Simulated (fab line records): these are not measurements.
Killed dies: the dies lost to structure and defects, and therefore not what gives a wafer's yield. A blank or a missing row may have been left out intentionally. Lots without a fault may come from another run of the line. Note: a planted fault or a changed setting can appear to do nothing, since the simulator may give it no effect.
What tool caused it? :: flow n5_finfet :: Sampling: 11 lots, 33 wafers, 2 of 1938 route steps

== WHAT EACH GAUGE READ, for each wafer ==
N5_BEOL_M8_CD_MEAS_35: target cd 40 nm.
lot: L076
measured: day 9 07:58
on: cd_sem-01
cd_nm (nm): 41.4 40.2 40.8

lot: L078
measured: day 9 16:35
on: cd_sem-01
cd_nm (nm): 40.2 40.2 39.7

lot: L079
measured: day 10 07:05
on: cd_sem-02
cd_nm (nm): 39.3 40.5 40.5

lot: L081
measured: day 11 05:46
on: cd_sem-02
cd_nm (nm): 39.9 38.9 40.0

lot: L083
measured: day 11 17:44
on: cd_sem-01
cd_nm (nm): 39.4 40.1 39.6

lot: L085
measured: day 12 10:43
on: cd_sem-02
cd_nm (nm): 39.3 39.2 40.1

lot: L087
measured: day 12 17:51
on: cd_sem-02
cd_nm (nm): 40.1 39.8 39.5

lot: L089
measured: day 13 04:18
on: cd_sem-03
cd_nm (nm): 40.5 39.3 41.0

lot: L092
measured: day 13 21:32
on: cd_sem-03
cd_nm (nm): 40.4 40.5 40.0

lot: L095
measured: day 14 22:17
on: cd_sem-01
cd_nm (nm): 40.1 39.6 40.0

lot: L097
measured: day 15 21:31
on: cd_sem-03
cd_nm (nm): 40.5 39.9 40.3

== WHICH TOOL RAN EACH LOT (tool, then ch and the chambers of the sampled wafers, then the start) ==
lot: L076
N5_BEOL_M8_TRENCH_ETCH_37: rie_diel-06 ch 0,1, day 9 07:58 or earlier

lot: L078
N5_BEOL_M8_TRENCH_ETCH_37: rie_diel-03 ch 1,3, day 9 16:35 or earlier

lot: L079
N5_BEOL_M8_TRENCH_ETCH_37: rie_diel-03 ch 0,1,3, day 10 07:05 or earlier

lot: L081
N5_BEOL_M8_TRENCH_ETCH_37: rie_diel-03 ch 0,2, day 11 05:46 or earlier

lot: L083
N5_BEOL_M8_TRENCH_ETCH_37: rie_diel-03 ch 0,1,2, day 11 17:44 or earlier

lot: L085
N5_BEOL_M8_TRENCH_ETCH_37: rie_diel-06 ch 0,3, day 12 10:43 or earlier

lot: L087
N5_BEOL_M8_TRENCH_ETCH_37: rie_diel-06 ch 0,1, day 12 17:51 or earlier

lot: L089
N5_BEOL_M8_TRENCH_ETCH_37: rie_diel-03 ch 1,2,3, day 13 04:18 or earlier

lot: L092
N5_BEOL_M8_TRENCH_ETCH_37: rie_diel-03 ch 0,3, day 13 21:32 or earlier

lot: L095
N5_BEOL_M8_TRENCH_ETCH_37: rie_diel-03 ch 0,1,3, day 14 22:17 or earlier

lot: L097
N5_BEOL_M8_TRENCH_ETCH_37: rie_diel-01 ch 0,2,3, day 15 21:31 or earlier
- N5_BEOL_M8_TRENCH_ETCH_37: etches SiCOH lowk in C4F6/O2, target depth 93.478 nm, time 31.2 s.

== THE ANSWER, worked out from the rows above alone ==
Rule: the lots themselves supply what counts as usual. Put in order of their means at a reading, lots are off if they are a third of the lots or fewer, leave a main group of 4 or more, and stand apart from it by a gap of 3 or more times the standard deviation of the main group's means; of several such gaps the widest counts. If all means in a main group match to the digits the tables above print for the reading, that group is not used. A lot without any number at a reading at which 4 lots or more have one is off too. Any other lot the step has rows for is counted as sound.
Across all readings shown, no lot is off: no conclusion can be drawn from this.

== WHAT THE SIMULATOR PUT IN ==
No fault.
